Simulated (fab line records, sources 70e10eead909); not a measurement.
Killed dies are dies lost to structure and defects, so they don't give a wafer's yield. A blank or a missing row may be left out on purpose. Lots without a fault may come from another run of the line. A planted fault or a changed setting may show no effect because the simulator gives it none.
fab line records | flow nand_harc
record lots=4 wafers=12 last_day=31
route steps=1302 shown A_CHANNEL_HOLE_D1@450 END@1302
lots that met no fault: from a run of the same line without faults
start_h: hours from the record's first day to the start of the lot's first wafer shown | wait_h: hours since the lot's step before | " the same as in the row above | L1.1+2: a row that stands for several wafers | - no value, or no start given | * or withheld: withheld | < > ~ a bound
route shown NAME@n: a module of which the file shows steps, and the number in the route of the first | usual: mean/standard deviation of fault-free wafers | same: alike in all rows | chamber/n: place in a boat | sites: the reading at each site | _std_site: their standard deviation | _edge_site: outer sites' mean less inner sites' | radius_mm: how far each site lies from the wafer's centre | mask NAME#n: copy n | behind: the tool/chamber that last shaped the wafer | hold: why the lot was held/for how many hours/how that ended | device: the transistor (n, p or np) that didn't switch | end of line: the same wafers' tests at the end of the route | a step without rows: its recipe alone | killed: dies lost to structure and defects at the first sort, not the wafer's yield | map: a wafer's dies, x killed, . not, _ none there
set.NAME: the setting as run; set.NAME@STEP: as run at that earlier step | model.NAME: the simulator's own value behind a step, which no gauge read
lots at some steps of the route; a table a step, a row a wafer
services: from which hour (start_h, from the record's first day; less than 0 if before it) a tool's chamber was out of use, for how many hours, and why
## steps
# step NHARC_A_CHANNEL_HOLE_D1_DEP_00
# recipe target_thk_a=31000 temp_c=400 material=aC
# step NHARC_A_CHANNEL_HOLE_D1_DEP_01
# recipe target_thk_a=1400 target_thk_nm=140 temp_c=400 pressure_torr=3.5 flow_sccm=200 rf_w=350 material=SiON
# step NHARC_A_CHANNEL_HOLE_D1_DEHYDRATE_02
# recipe temp_c=150 time_s=120
# step NHARC_A_CHANNEL_HOLE_D1_HMDS_03
# recipe time_s=30
# step NHARC_A_CHANNEL_HOLE_D1_COAT_36
# recipe temp_c=260 time_s=75
# step NHARC_A_CHANNEL_HOLE_D1_COAT_37
# recipe temp_c=225 time_s=65
# step NHARC_A_CHANNEL_HOLE_D1_COAT_04
# recipe spin_rpm=1500 resist_thk_nm=90
# step NHARC_A_CHANNEL_HOLE_D1_SOFTBAKE_05
# recipe temp_c=105 time_s=55
# step NHARC_A_CHANNEL_HOLE_D1_EBR_06
# step NHARC_A_CHANNEL_HOLE_D1_EXPOSE_07
# recipe na=1.35 target_cd_nm=100 sigma_outer=0.3 dose_mj=59.65 mask_id=HOLE_D1
# usual exposure_dose_mJ_cm2=59.76/0.29 reticle_temp_C=23.00/0.1
# columns lot.wafer tool chamber start_h wait_h mask exposure_dose_mJ_cm2 reticle_temp_C
L725.1 arfi_scanner-01 0 205.30 - HOLE_D1#0 60.17 23.00
L725.3 " 0 " " HOLE_D1#0 60.21 22.90
L725.5 " 0 " " HOLE_D1#0 60.12 22.96
L735.2 arfi_scanner-01 0 292.56 - HOLE_D1#0 61.99 23.12
L735.3 " 0 " " HOLE_D1#0 62.00 23.10
L735.6 " 0 " " HOLE_D1#0 62.05 23.09
L736.1 arfi_scanner-01 0 323.73 - HOLE_D1#0 61.62 22.72
L736.3 " 0 " " HOLE_D1#0 61.62 22.98
L736.6 " 0 " " HOLE_D1#0 61.63 22.94
L742.1 arfi_scanner-02 0 363.54 - HOLE_D1#0 59.56 23.09
L742.5 " 0 " " HOLE_D1#0 59.60 23.07
L742.6 " 0 " " HOLE_D1#0 59.56 22.96
# step NHARC_A_CHANNEL_HOLE_D1_PEB_08
# recipe peb_temp_c=100 peb_time_s=65
# step NHARC_A_CHANNEL_HOLE_D1_DEVELOP_09
# recipe develop_time_s=35 dev_temp_c=23
# step NHARC_A_CHANNEL_HOLE_D1_CD_MEAS_10
# recipe target_cd_nm=100 landing_energy_ev=500
# usual cd_nm=100.0/0.39
# columns lot.wafer tool chamber start_h wait_h cd_nm
L725.1 cd_sem-03 0 205.44 - 99.8
L725.3 " 0 " " 100.2
L725.5 " 0 " " 100.5
L735.2 cd_sem-02 0 292.69 - 101.6
L735.3 " 0 " " 101.8
L735.6 " 0 " " 101.2
L736.1 cd_sem-02 0 323.87 - 100.8
L736.3 " 0 " " 100.6
L736.6 " 0 " " 101.7
L742.1 cd_sem-01 0 363.68 - 99.7
L742.5 " 0 " " 99.6
L742.6 " 0 " " 99.7
# step NHARC_A_CHANNEL_HOLE_D1_DESCUM_15
# recipe time_s=3 o2_flow_sccm=200 ar_flow_sccm=0 bias_power_w=0 chemistry=O2
# usual drypump_motor_current_A=5.7/0.6 oes_product_au=1.000/0.0064 rf_vpp_V=58.0/0.86 showerhead_plenum_p_Torr=1.96/0.071 throttle_valve_pct=11.310/0.0099
# columns lot.wafer tool chamber start_h wait_h drypump_motor_current_A oes_product_au rf_hours_counter_h rf_vpp_V showerhead_plenum_p_Torr throttle_valve_pct model.A_CHANNEL_HOLE_D1.cd_nm
L725.1 rie_diel-10 0 205.62 0.1 6.4 1.005 12 57.7 1.96 11.320 99.97
L725.3 " 2 " " 6.4 1.007 12 60.0 1.97 11.324 100.1
L725.5 " 1 " " 5.1 0.998 - 57.2 2.00 11.312 100.9
L735.3 rie_diel-10 2 292.88 0.1 6.4 0.999 3 57.7 1.97 11.326 101.7
L735.2 " 0 " " 6.4 1.009 3 57.3 1.95 11.299 101.5
L735.6 " 3 " " 5.0 1.017 - 57.2 2.03 11.312 101.5
L736.1 rie_diel-10 0 324.07 0.1 6.4 1.001 6 58.4 1.95 11.305 100.7
L736.3 " 1 " " 5.1 1.005 6 58.2 2.00 11.293 101
L736.6 " 3 " " 5.0 1.009 - 60.1 2.03 11.317 101.4
L742.1 rie_diel-06 2 363.89 0.1 5.8 0.999 21 58.3 2.03 11.319 100.1
L742.5 " 3 " " 5.8 1.008 - 56.3 1.96 11.319 98.62
L742.6 " 0 " " 6.2 1.003 - 58.6 1.92 11.299 99.74
# step NHARC_A_CHANNEL_HOLE_D1_ETCH_38
# recipe target_depth_a=390 over_etch_frac=0.3 time_s=65 ion_energy_ev=80 cf4_flow_sccm=150 ar_flow_sccm=0 rf_w=300 bias_w=100 chemistry=CF4
# step NHARC_A_CHANNEL_HOLE_D1_ETCH_39
# recipe target_depth_a=2600 over_etch_frac=0.3 time_s=325 ion_energy_ev=200 n2_flow_sccm=150 h2_flow_sccm=150 ar_flow_sccm=0 rf_w=400 bias_w=150 chemistry=N2/H2
# step NHARC_A_CHANNEL_HOLE_D1_ETCH_34
# recipe target_depth_a=1540 time_s=77 cf4_flow_sccm=100 chf3_flow_sccm=30 ar_flow_sccm=0 rf_w=500 bias_w=200 chemistry=CF4/CHF3
# step NHARC_A_CHANNEL_HOLE_D1_ETCH_16
# recipe target_depth_a=31000 over_etch_frac=0.3 time_s=806 ion_energy_ev=150 o2_flow_sccm=400 cos_flow_sccm=20 ar_flow_sccm=0 rf_w=500 bias_w=300 chemistry=O2/COS
# step NHARC_A_CHANNEL_HOLE_D1_ETCH_19
# recipe bias_v=1200 source_w=2500 pressure_mtorr=15 time_s=34.5 ar_flow_sccm=375 c4f8_flow_sccm=28.8 o2_flow_sccm=96.2 temp_c=-20 target_depth_a=* chemistry=C4F8/O2/Ar
# step NHARC_A_CHANNEL_HOLE_D1_ETCH_20
# recipe bias_v=3000 source_w=withheld pressure_mtorr=20 time_s=361.9 ar_flow_sccm=375 c4f8_flow_sccm=89.3 o2_flow_sccm=35.7 temp_c=-20 target_depth_a=16000 chemistry=C4F8/O2/Ar
# step NHARC_A_CHANNEL_HOLE_D1_ETCH_21
# recipe bias_v=3000 source_w=withheld pressure_mtorr=20 time_s=514.3 ar_flow_sccm=375 c4f8_flow_sccm=89.3 o2_flow_sccm=35.7 temp_c=-20 target_depth_a=16000 chemistry=C4F8/O2/Ar
# step NHARC_A_CHANNEL_HOLE_D1_ETCH_22
# recipe bias_v=3000 source_w=withheld pressure_mtorr=20 time_s=666.7 ar_flow_sccm=375 c4f8_flow_sccm=89.3 o2_flow_sccm=35.7 temp_c=-20 target_depth_a=16000 chemistry=C4F8/O2/Ar
# step NHARC_A_CHANNEL_HOLE_D1_ETCH_23
# recipe bias_v=5000 source_w=withheld pressure_mtorr=20 time_s=819 ar_flow_sccm=375 c4f8_flow_sccm=89.3 o2_flow_sccm=35.7 temp_c=-20 target_depth_a=16000 chemistry=C4F8/O2/Ar
# step NHARC_A_CHANNEL_HOLE_D1_ETCH_24
# recipe bias_v=5000 source_w=withheld pressure_mtorr=20 time_s=906.2 ar_flow_sccm=375 c4f8_flow_sccm=93.8 o2_flow_sccm=31.2 temp_c=-20 target_depth_a=15000 chemistry=C4F8/O2/Ar
# step NHARC_A_CHANNEL_HOLE_D1_ETCH_25
# recipe bias_v=5000 source_w=withheld pressure_mtorr=20 time_s=1040.2 ar_flow_sccm=375 c4f8_flow_sccm=93.8 o2_flow_sccm=31.2 temp_c=-20 target_depth_a=15000 chemistry=C4F8/O2/Ar
# step NHARC_A_CHANNEL_HOLE_D1_ETCH_26
# recipe bias_v=300 source_w=2000 pressure_mtorr=30 time_s=224.1 ar_flow_sccm=375 c4f8_flow_sccm=11.4 o2_flow_sccm=113.6 temp_c=-20 target_depth_a=3000 chemistry=C4F8/O2/Ar
# step NHARC_A_CHANNEL_HOLE_D1_ETCH_33
# recipe bias_v=400 source_w=2000 pressure_mtorr=25 time_s=90 ar_flow_sccm=375 c4f8_flow_sccm=41.7 o2_flow_sccm=83.3 temp_c=-20 target_depth_a=4000 chemistry=C4F8/O2/Ar
# step NHARC_A_CHANNEL_HOLE_D1_STRIP_41
# recipe n2_flow_sccm=150 h2_flow_sccm=150 ar_flow_sccm=0 bias_w=0 chemistry=N2/H2
# step NHARC_A_CHANNEL_HOLE_D1_STRIP_42
# recipe cf4_flow_sccm=100 chf3_flow_sccm=30 ar_flow_sccm=0 bias_w=0 chemistry=CF4/CHF3
# step NHARC_A_CHANNEL_HOLE_D1_STRIP_43
# recipe o2_flow_sccm=400 cos_flow_sccm=20 ar_flow_sccm=0 bias_w=0 chemistry=O2/COS
# step NHARC_A_CHANNEL_HOLE_D1_ETCH_44
# recipe target_depth_a=1400 overetch_a=140 time_s=77 ion_energy_ev=100 cf4_flow_sccm=80 o2_flow_sccm=20 ar_flow_sccm=0 rf_w=300 bias_w=100 chemistry=CF4/O2
# usual drypump_motor_current_A=5.7/0.64 oes_product_au=1.001/0.0074 rf_fwd_power_W=297.4/1.5 rf_vpp_V=198.6/1.2 showerhead_plenum_p_Torr=1.37/0.041 throttle_valve_pct=13.398/0.0078
# columns lot.wafer tool chamber start_h wait_h drypump_motor_current_A oes_product_au rf_fwd_power_W rf_hours_counter_h rf_vpp_V showerhead_plenum_p_Torr throttle_valve_pct model.A_CHANNEL_HOLE_D1.cd_nm
L725.1 rie_diel-10 0 211.70 0.1 6.4 1.002 296.0 13 197.3 1.36 13.397 89.36
L725.3 " 2 " " 6.5 1.007 297.5 13 199.2 1.37 13.398 89.76
L725.5 " 3 " " 5.0 0.998 297.7 - 198.7 1.42 13.394 90.29
L735.2 rie_diel-10 3 298.97 0.1 5.1 1.007 300.5 5 199.5 1.41 13.406 91.27
L735.3 " 0 " " 6.4 1.003 295.8 4 197.4 1.36 13.405 91.55
L735.6 " 3 " " 5.0 1.003 298.3 - 198.7 1.41 13.406 91.27
L736.3 rie_diel-10 1 333.32 0.0 5.1 0.991 296.8 7 197.8 1.39 13.407 92.16
L736.1 " 0 " " 6.4 1.004 295.5 7 198.3 1.36 13.400 92.55
L736.6 " 1 " " 5.1 0.990 298.7 - 199.1 1.39 13.399 91.84
L742.1 rie_diel-10 1 369.80 0.1 5.1 1.006 296.1 11 199.1 1.39 13.392 90.73
L742.6 " 0 " " 6.4 1.010 295.7 - 199.1 1.36 13.409 90.91
L742.5 " 1 " " 5.1 1.004 297.1 - 198.2 1.39 13.401 89.54
# step NHARC_A_CHANNEL_HOLE_D1_STRIP_27
# recipe o2_flow_sccm=500 ar_flow_sccm=0 bias_w=0 chemistry=O2
# step NHARC_END_SORT_01
# recipe temp_c=25
# usual killed_at_array=54/16 killed_at_other=0.6/0.86 killed_at_periphery=3.8/2.6 killed_dies=58/16 killed_open=3.3/1.8 killed_short=2.7/1.7
# same gross_dies=677
# columns lot.wafer tool chamber start_h wait_h killed_at_array killed_at_other killed_at_periphery killed_dies killed_open killed_short
L725.1 prober-02 0 590.51 2.5 21 0 0 21 0 2
L725.3 prober-02 0 592.09 3.1 20 2 5 27 4 4
L725.5 prober-02 0 593.66 3.6 22 2 3 27 3 4
L735.2 prober-01 0 676.37 2.8 35 1 7 43 4 4
L735.3 prober-01 0 677.16 3.1 37 0 5 42 1 3
L735.6 prober-01 0 679.53 4.0 33 0 9 42 3 2
# killed by level:class
L725.1 A_CHANNEL_HOLE_D2:chamber_film_flake=8 A_CONTACT:chamber_film_flake=4 A_STAIRCASE:chamber_film_flake=2 A_SLIT:chamber_film_flake=2 A_DECK1_JOINT:geometric_particle:short=1 A_BLC:geometric_particle:short=1 A_ZERO_WELL:chamber_film_flake=1 A_CHANNEL_HOLE_D1:chamber_film_flake=1
L725.3 A_CHANNEL_HOLE_D2:chamber_film_flake=6 A_STAIRCASE:chamber_film_flake=3 A_CONTACT:chamber_film_flake=3 A_ONON_D2:geometric_particle:short=2 P_ZERO_WELL:chamber_film_flake=2 THIN_TSV:chamber_film_flake=2 P_CONTACT:geometric_particle:short=1 P_CONTACT:geometric_particle:open=1
L725.5 A_CHANNEL_HOLE_D2:chamber_film_flake=7 A_DECK1_JOINT:chamber_film_flake=3 P_GATE:chamber_film_flake=2 A_WL_FILL:chamber_film_flake=2 A_CONTACT:chamber_film_flake=2 THIN_TSV:chamber_film_flake=2 A_ONON_D1:geometric_particle:short=1 A_CHANNEL_FILL_D1:geometric_particle:open=1
L735.2 A_SLIT:chamber_film_flake=14 A_CHANNEL_HOLE_D1:chamber_film_flake=4 P_ZERO_WELL:chamber_film_flake=3 A_STAIRCASE:chamber_film_flake=3 A_WL_FILL:geometric_particle:short=2 P_GATE:chamber_film_flake=2 A_WL_FILL:chamber_film_flake=2 A_CONTACT:chamber_film_flake=2
L735.3 A_SLIT:chamber_film_flake=17 A_CHANNEL_HOLE_D1:chamber_film_flake=5 A_STAIRCASE:chamber_film_flake=4 P_GATE:chamber_film_flake=3 A_WL_FILL:chamber_film_flake=3 P_ZERO_WELL:chamber_film_flake=2 A_CHANNEL_HOLE_D2:chamber_film_flake=2 A_DECK1_JOINT:geometric_particle:short=1
L735.6 A_SLIT:chamber_film_flake=17 A_CHANNEL_HOLE_D1:chamber_film_flake=5 P_GATE:chamber_film_flake=4 A_BONDPAD:chamber_film_flake=4 P_ZERO_WELL:chamber_film_flake=3 P_M0:geometric_particle:open=1 P_M1:geometric_particle:short=1 A_DECK1_JOINT:geometric_particle:short=1
## services
# columns tool chamber start_h hours kind
rie_diel-10 0 197.20 - clean
rie_diel-10 1 197.20 - clean
rie_diel-10 2 197.20 - clean
rie_diel-10 3 197.20 - clean
arfi_scanner-01 - 197.79 6.7 repair
arfi_scanner-01 - 209.72 1.5 repair
rie_diel-06 2 221.09 7.0 repair
rie_diel-10 0 221.91 - clean
rie_diel-10 1 221.91 - clean
rie_diel-10 2 221.91 - clean
rie_diel-10 3 221.91 - clean
arfi_scanner-01 - 229.11 1.4 repair
rie_diel-10 - 242.62 9.0 pm
rie_diel-10 0 242.62 9.0 vent_cycle
rie_diel-10 1 242.62 9.0 vent_cycle
rie_diel-10 2 242.62 9.0 vent_cycle
arfi_scanner-01 - 252.00 4.0 pm
rie_diel-06 1 255.41 5.6 repair
arfi_scanner-01 - 267.82 7.1 repair
rie_diel-10 2 279.15 2.6 repair
rie_diel-06 - 308.31 9.0 pm
arfi_scanner-02 - 312.00 4.0 pm
rie_diel-10 0 334.48 1.4 repair
arfi_scanner-01 - 347.85 0.7 repair
## key
first_sign step=NHARC_A_CHANNEL_HOLE_D1_EXPOSE_07 reading=exposure_dose_mJ_cm2 direction=up sigmas=7 usual=59.76 struck=61.82
effect step=NHARC_A_CHANNEL_HOLE_D1_CD_MEAS_10 reading=cd_nm direction=up sigmas=3.4 usual=100.0 struck=101.3 through=control_loop
model_effect step=NHARC_A_CHANNEL_HOLE_D1_DESCUM_15 value=A_CHANNEL_HOLE_D1.cd_nm without=100 struck=101.3
model_effect step=NHARC_A_CHANNEL_HOLE_D1_ETCH_44 value=A_CHANNEL_HOLE_D1.cd_nm without=90.49 struck=91.77
met_at NHARC_A_CHANNEL_HOLE_D1_EXPOSE_07
struck_wafers L735.2,L735.3,L735.6,L736.1,L736.3,L736.6
tester_left_out L735,L736
loop_trim step=NHARC_A_CHANNEL_HOLE_D1_EXPOSE_07 setting=dose lots=L736
onset_between 205.30 292.56
fault kind=process_parameter_drift tool=arfi_scanner-01 chamber=- onset_h=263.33 steps=NHARC_A_CHANNEL_HOLE_D1_EXPOSE_07 channel=dose_mj offset=1.7908 shape=step acts_in=these_recipes_only stated=59.65
# tester_left_out: of these lots the tester's yield and bins aren't shown, on N5 and GAA mostly nor the transistor test; their killed dies are dies lost to structure and defects alone, not to doping, threshold or leakage, so they don't give the yield
# loop_trim: a control loop set the setting to another value than it would have without faults
